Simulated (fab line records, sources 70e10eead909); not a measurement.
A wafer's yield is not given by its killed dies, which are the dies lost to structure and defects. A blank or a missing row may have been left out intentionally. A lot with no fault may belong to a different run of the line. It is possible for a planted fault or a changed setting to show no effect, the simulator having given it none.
Which of the tools did it? ; flow nand-harc ; 72 wafers from 24 lots sampled at 5 of the route's 1302 steps

WHAT EACH GAUGE READ, for each wafer
NHARC_A_ONON_D1_THK_MEAS_30: measures by ellipsometry. Usual: 998 nm for thk-nm, sd 9.2.
lot;measured;on;thk-nm (nm);flag
L074;day 7 22:23;film-metro-01;994 992 993;
L075;day 8 22:28;film-metro-02;991 993 994;
L076;day 9 08:05;film-metro-01;999 1001 999;
L077;day 10 07:10;film-metro-02;981 982 981;
L078;day 10 07:09;film-metro-01;990 987 989;
L079;day 10 12:02;film-metro-02;995 997 995;
L080;day 10 11:59;film-metro-01;999 1003 999;
L081;day 11 06:16;film-metro-01;1014 1014 1014;
L082;day 11 14:01;film-metro-02;992 990 991;
L083;day 12 04:32;film-metro-01;997 998 996;
L084;day 12 15:14;film-metro-01;1004 1002 1003;
L085;day 12 23:06;film-metro-02;1014 1016 1015;
L086;day 12 23:05;film-metro-01;988 988 990;
L087;day 13 15:20;film-metro-01;996 996 993;
L088;day 14 15:37;film-metro-02;1011 1012 1011;
L089;day 14 15:36;film-metro-01;1006 1007 1007;
L090;day 15 12:07;film-metro-02;982 981 981;
L091;day 15 18:16;film-metro-01;993 992 992;
L092;day 15 18:16;film-metro-02;1014 1012 1015;
L093;day 16 10:07;film-metro-01;996 997 997;
L094;day 16 09:59;film-metro-02;994 992 992;
L095;day 16 18:38;film-metro-01;993 993 994;
L096;day 17 05:37;film-metro-01;1000 1001 1004;
L097;day 18 03:23;film-metro-01;996 996 998;

NHARC_A_CHANNEL_HOLE_D1_CD_MEAS_10: target cd 100 nm. Usual: 100.0 nm for cd-nm, sd 0.79.
lot;measured;on;cd-nm (nm);flag
L074;day 8 01:46;cd-sem-02;101.6 101.3 100.8;
L075;day 9 06:52;cd-sem-02;99.9 99.6 100.3;
L076;day 9 13:55;cd-sem-02;99.3 98.8 99.8;
L077;day 10 11:22;cd-sem-01;100.0 99.8 100.2;
L078;day 10 10:24;cd-sem-02;99.7 100.1 100.4;
L079;day 10 16:40;cd-sem-01;100.0 100.2 99.0;
L080;day 10 16:04;cd-sem-02;101.4 101.0 100.5;
L081;day 11 12:56;cd-sem-01;101.1 100.8 101.8;
L082;day 11 20:01;cd-sem-02;99.8 99.7 100.3;
L083;day 12 07:40;cd-sem-01;99.5 99.2 99.3;
L084;day 12 20:54;cd-sem-01;99.6 99.6 99.8;
L085;day 13 03:04;cd-sem-02;98.5 99.4 99.5;
L086;day 13 03:47;cd-sem-03;99.0 99.5 99.0;
L087;day 13 18:47;cd-sem-02;99.0 100.2 98.6;
L088;day 15 00:44;cd-sem-03;99.6 100.1 100.7;
L089;day 14 23:31;cd-sem-03;99.6 99.3 98.6;
L090;day 15 15:13;cd-sem-03;100.9 100.2 99.6;
L091;day 15 22:23;cd-sem-01;98.6 99.4 98.9;
L092;day 15 23:05;cd-sem-01;101.8 101.2 101.0;
L093;day 16 16:11;cd-sem-03;101.1 100.2 100.2;
L094;day 16 14:18;cd-sem-02;99.8 99.8 99.2;
L095;day 17 00:16;cd-sem-03;99.8 99.3 99.7;
L096;day 17 08:53;cd-sem-01;100.1 99.6 100.4;
L097;day 18 07:17;cd-sem-03;100.3 99.2 99.1;

NHARC_A_CHANNEL_HOLE_D1_CD_MEAS_18. Usual: 98 nm for cd-nm, sd 3.1.
lot;measured;on;cd-nm (nm);flag
L074;day 8 04:00;cd-sem-01;96 95 103;
L075;day 9 08:09;cd-sem-02;94 99 100;
L076;day 9 15:13;cd-sem-02;99 98 96;
L077;day 10 12:39;cd-sem-01;94 101 91;
L078;day 10 11:54;cd-sem-02;98 93 95;
L079;day 10 18:08;cd-sem-01;98 93 100;
L080;day 10 17:25;cd-sem-02;106 103 105;
L081;day 11 14:13;cd-sem-03;96 98 98;
L082;day 11 21:31;cd-sem-02;96 96 99;
L083;day 12 08:58;cd-sem-03;97 100 101;
L084;day 12 22:11;cd-sem-02;101 98 97;
L085;day 13 04:21;cd-sem-02;97 97 95;
L086;day 13 05:05;cd-sem-03;97 101 94;
L087;day 13 20:06;cd-sem-02;95 102 95;
L088;day 15 02:02;cd-sem-02;97 100 99;
L089;day 15 00:49;cd-sem-02;97 102 92;
L090;day 15 16:30;cd-sem-02;97 101 94;
L091;day 15 23:41;cd-sem-03;91 102 101;
L092;day 16 00:22;cd-sem-03;96 100 100;
L093;day 16 17:29;cd-sem-02;103 94 101;
L094;day 16 15:35;cd-sem-01;101 101 103;
L095;day 17 01:33;cd-sem-02;101 99 105;
L096;day 17 10:11;cd-sem-02;104 100 102;
L097;day 18 08:34;cd-sem-02;102 101 96;

WHAT TOOL EACH LOT RAN ON (gives the tool, then ch and the chambers of the sampled wafers, and finally the start)
lot;NHARC_P_BONDPAD_PVD_17;NHARC_A_CHANNEL_HOLE_D1_DEP_00
L074;pvd-sputter-03, day 7 22:23 or earlier;acl-dep-01 ch 0, day 7 22:59
L075;pvd-sputter-02, day 8 22:28 or earlier;acl-dep-03 ch 0, day 9 04:33
L076;pvd-sputter-02, day 9 08:05 or earlier;acl-dep-02 ch 0, day 9 11:14
L077;pvd-sputter-03, day 10 07:10 or earlier;acl-dep-01 ch 0, day 10 08:42
L078;pvd-sputter-03, day 10 07:09 or earlier;acl-dep-03 ch 0, day 10 08:04
L079;pvd-sputter-01, day 10 12:02 or earlier;acl-dep-02 ch 0, day 10 14:31
L080;pvd-sputter-01, day 10 11:59 or earlier;acl-dep-03 ch 0, day 10 13:23
L081;pvd-sputter-01, day 11 06:16 or earlier;acl-dep-01 ch 0, day 11 10:43
L082;pvd-sputter-01, day 11 14:01 or earlier;acl-dep-03 ch 0, day 11 17:20
L083;pvd-sputter-02, day 12 04:32 or earlier;acl-dep-01 ch 0, day 12 05:10
L084;pvd-sputter-01, day 12 15:14 or earlier;acl-dep-02 ch 0, day 12 18:19
L085;pvd-sputter-01, day 12 23:06 or earlier;acl-dep-03 ch 0, day 13 00:45
L086;pvd-sputter-02, day 12 23:05 or earlier;acl-dep-01 ch 0, day 13 01:16
L087;pvd-sputter-01, day 13 15:20 or earlier;acl-dep-02 ch 0, day 13 16:07
L088;pvd-sputter-03, day 14 15:37 or earlier;acl-dep-02 ch 0, day 14 21:59
L089;pvd-sputter-03, day 14 15:36 or earlier;acl-dep-01 ch 0, day 14 21:25
L090;pvd-sputter-03, day 15 12:07 or earlier;acl-dep-01 ch 0, day 15 12:43
L091;pvd-sputter-01, day 15 18:16 or earlier;acl-dep-02 ch 0, day 15 20:41
L092;pvd-sputter-02, day 15 18:16 or earlier;acl-dep-01 ch 0, day 15 21:26
L093;pvd-sputter-03, day 16 10:07 or earlier;acl-dep-02 ch 0, day 16 13:32
L094;pvd-sputter-02, day 16 09:59 or earlier;acl-dep-02 ch 0, day 16 11:39
L095;pvd-sputter-03, day 16 18:38 or earlier;acl-dep-02 ch 0, day 16 21:37
L096;pvd-sputter-02, day 17 05:37 or earlier;acl-dep-01 ch 0, day 17 06:14
L097;pvd-sputter-02, day 18 03:23 or earlier;acl-dep-02 ch 0, day 18 04:10
- NHARC_P_BONDPAD_PVD_17: deposits TaN, target thk 5 nm, time 8.06 s.
- NHARC_A_CHANNEL_HOLE_D1_DEP_00: deposits aC, target thk 3100 nm.

WHAT THE TOOLS THEMSELVES READ (means of the sampled wafers that have a number; where no wafer has one, the mark that the record gives instead)
NHARC_P_BONDPAD_PVD_17. Usual: 30.2 % for throttle-valve-pct, sd 0.95.
lot;tool;throttle-valve-pct (%);flag
L074;pvd-sputter-03;29.6;
L075;pvd-sputter-02;30.5;
L076;pvd-sputter-02;30.4;
L077;pvd-sputter-03;29.4;
L078;pvd-sputter-03;29.9;
L079;pvd-sputter-01;30.4;
L080;pvd-sputter-01;30.7;
L081;pvd-sputter-01;29.8;
L082;pvd-sputter-01;30.1;
L083;pvd-sputter-02;30.4;
L084;pvd-sputter-01;30.4;
L085;pvd-sputter-01;29.4;
L086;pvd-sputter-02;31.2;
L087;pvd-sputter-01;31.1;
L088;pvd-sputter-03;29.2;
L089;pvd-sputter-03;29.6;
L090;pvd-sputter-03;29.3;
L091;pvd-sputter-01;31.0;
L092;pvd-sputter-02;31.3;
L093;pvd-sputter-03;30.0;
L094;pvd-sputter-02;30.8;
L095;pvd-sputter-03;30.1;
L096;pvd-sputter-02;29.8;
L097;pvd-sputter-02;31.3;

NHARC_A_CHANNEL_HOLE_D1_DEP_00. Usual: 35.001 % for throttle-valve-pct, sd 0.0092.
lot;tool;throttle-valve-pct (%);flag
L074;acl-dep-01;34.997;
L075;acl-dep-03;35.006;
L076;acl-dep-02;35.002;
L077;acl-dep-01;35.001;
L078;acl-dep-03;35.009;
L079;acl-dep-02;35.003;
L080;acl-dep-03;35.010;
L081;acl-dep-01;35.002;
L082;acl-dep-03;34.994;
L083;acl-dep-01;34.998;
L084;acl-dep-02;34.997;
L085;acl-dep-03;35.000;
L086;acl-dep-01;34.995;
L087;acl-dep-02;35.000;
L088;acl-dep-02;35.006;
L089;acl-dep-01;34.997;
L090;acl-dep-01;34.998;
L091;acl-dep-02;35.006;
L092;acl-dep-01;35.000;
L093;acl-dep-02;35.002;
L094;acl-dep-02;34.998;
L095;acl-dep-02;35.001;
L096;acl-dep-01;35.002;
L097;acl-dep-02;35.003;

THE ANSWER, worked out from the rows above alone
Rule: take the mean of a lot's wafers that have a number; if it is more than 3 standard deviations from the usual mean, the lot is off. Also off: a lot with no number at a reading for which 4 or more lots have one. Any other lot the step has rows for is counted as sound. First the gauges in route order, then the tools' own readings, where a lot's mean is used as printed above. At the first step where some lot is off, the reading lying furthest off is the one used; lots without a number count as furthest.
None of the lots is off at any reading shown; this tells nothing.

WHAT THE SIMULATOR HAD PUT IN
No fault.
